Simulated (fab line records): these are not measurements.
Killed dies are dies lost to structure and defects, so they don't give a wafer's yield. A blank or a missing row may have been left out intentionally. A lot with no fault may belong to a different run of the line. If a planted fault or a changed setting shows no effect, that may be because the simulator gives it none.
Split-lot trial :: flow n5 finfet :: 7 lots, 21 wafers read, on a route of 1938 steps

== ON THE SPLIT ==
At N5_DUMMY_GATE_EXPOSE_12 (exposes mask GATE, target cd 25 nm), the setting dose mj was moved away from the recipe's 34 on 10 of the 21 wafers read, by -4.4% to +5.9%. For the rest of the wafers, this setting stayed at what the recipe calls for.

== FROM THE SPLIT TO THE READING: what the file shows between them, 2 steps ==
- N5_DUMMY_GATE_PEB_13: peb time 60 s
- N5_DUMMY_GATE_DEVELOP_14: develop time 30 s

== THE READING ==
At N5_DUMMY_GATE_CD_MEAS_15: cd nm in nanometres, against a target cd of 25.8 nm. Fault-free wafers of this fab line usually give 24.97 nm, standard deviation 0.23 nm.

wafer: L074.2
tool, chamber at the split: euv scanner-02, 0
dose mj as run: 34
against the recipe: recipe
cd nm, nm: 24.90
against lot-mates on the recipe: -

wafer: L074.3
tool, chamber at the split: euv scanner-02, 0
dose mj as run: 34
against the recipe: recipe
cd nm, nm: 25.06
against lot-mates on the recipe: -

wafer: L074.4
tool, chamber at the split: euv scanner-02, 0
dose mj as run: 34
against the recipe: recipe
cd nm, nm: 24.85
against lot-mates on the recipe: -

wafer: L079.3
tool, chamber at the split: euv scanner-01, 0
dose mj as run: 35.47
against the recipe: +4.3%
cd nm, nm: 23.89
against lot-mates on the recipe: -0.96

wafer: L079.4
tool, chamber at the split: euv scanner-01, 0
dose mj as run: 35.47
against the recipe: +4.3%
cd nm, nm: 24.05
against lot-mates on the recipe: -0.80

wafer: L079.5
tool, chamber at the split: euv scanner-01, 0
dose mj as run: 34
against the recipe: recipe
cd nm, nm: 24.85
against lot-mates on the recipe: -

wafer: L081.1
tool, chamber at the split: euv scanner-01, 0
dose mj as run: 34.84
against the recipe: +2.5%
cd nm, nm: 24.74
against lot-mates on the recipe: no lot-mate on the recipe

wafer: L081.3
tool, chamber at the split: euv scanner-01, 0
dose mj as run: 34.84
against the recipe: +2.5%
cd nm, nm: 24.78
against lot-mates on the recipe: no lot-mate on the recipe

wafer: L081.5
tool, chamber at the split: euv scanner-01, 0
dose mj as run: 34.84
against the recipe: +2.5%
cd nm, nm: 24.79
against lot-mates on the recipe: no lot-mate on the recipe

wafer: L083.2
tool, chamber at the split: euv scanner-01, 0
dose mj as run: 34
against the recipe: recipe
cd nm, nm: 24.91
against lot-mates on the recipe: -

wafer: L083.4
tool, chamber at the split: euv scanner-01, 0
dose mj as run: 32.69
against the recipe: -3.9%
cd nm, nm: 25.64
against lot-mates on the recipe: +0.52

wafer: L083.5
tool, chamber at the split: euv scanner-01, 0
dose mj as run: 34
against the recipe: recipe
cd nm, nm: 25.33
against lot-mates on the recipe: -

wafer: L082.1
tool, chamber at the split: euv scanner-01, 0
dose mj as run: 36.02
against the recipe: +5.9%
cd nm, nm: 24.03
against lot-mates on the recipe: -0.99

wafer: L082.2
tool, chamber at the split: euv scanner-01, 0
dose mj as run: 36.02
against the recipe: +5.9%
cd nm, nm: 24.08
against lot-mates on the recipe: -0.94

wafer: L082.4
tool, chamber at the split: euv scanner-01, 0
dose mj as run: 34
against the recipe: recipe
cd nm, nm: 25.02
against lot-mates on the recipe: -

wafer: L087.2
tool, chamber at the split: euv scanner-01, 0
dose mj as run: 34
against the recipe: recipe
cd nm, nm: 25.01
against lot-mates on the recipe: -

wafer: L087.4
tool, chamber at the split: euv scanner-01, 0
dose mj as run: 34
against the recipe: recipe
cd nm, nm: 24.75
against lot-mates on the recipe: -

wafer: L087.5
tool, chamber at the split: euv scanner-01, 0
dose mj as run: 32.5
against the recipe: -4.4%
cd nm, nm: 26.19
against lot-mates on the recipe: +1.31

wafer: L097.1
tool, chamber at the split: euv scanner-01, 0
dose mj as run: 34
against the recipe: recipe
cd nm, nm: 24.91
against lot-mates on the recipe: -

wafer: L097.3
tool, chamber at the split: euv scanner-01, 0
dose mj as run: 34
against the recipe: recipe
cd nm, nm: 25.21
against lot-mates on the recipe: -

wafer: L097.6
tool, chamber at the split: euv scanner-01, 0
dose mj as run: 34.69
against the recipe: +2.0%
cd nm, nm: 24.51
against lot-mates on the recipe: -0.55

FIT RESULTS
A straight line over all 21 wafers: cd nm changes by -0.189 nm for each +1% of dose mj; r = -0.93; the points scatter about the line by 0.2 nm.
The same after taking each lot's own level away (the mean of its wafers on the recipe; 18 wafers): -0.193 nm for each +1%; r = -0.95; scatter 0.19 nm.
That fit puts the effect of the largest move of dose mj on the reading at 1.1 nm.
The lots' own levels span 24.850 to 25.120 nm, that is 1.2 times the standard deviation above.
The two slopes are in agreement: the lot-to-lot level therefore moves the slope only a little.
Check: with one of the wafers moved furthest among these (+5.9%) left out of the fit, the line predicts -1.17 nm for it against its lot-mates. It came out at -0.99 nm against them.

== FURTHER SPLITS ON THESE WAFERS ==
These wafers also went through other splits before the reading. Each is held against what the fit with the lots' levels taken away leaves over:
other split on the same wafers: N5_FIN_SAQP_FIN_ETCH_36 icp w
wafers away from the commonest value: 9
r with cd nm (lot level and that fit taken away): +0.10

other split on the same wafers: N5_DUMMY_GATE_COAT_34 spin rpm
wafers away from the commonest value: 8
r with cd nm (lot level and that fit taken away): -0.27

== THE FILE'S OWN FIT ==
cd nm changes by -0.199 nm for each +1% of dose mj, r = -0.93.
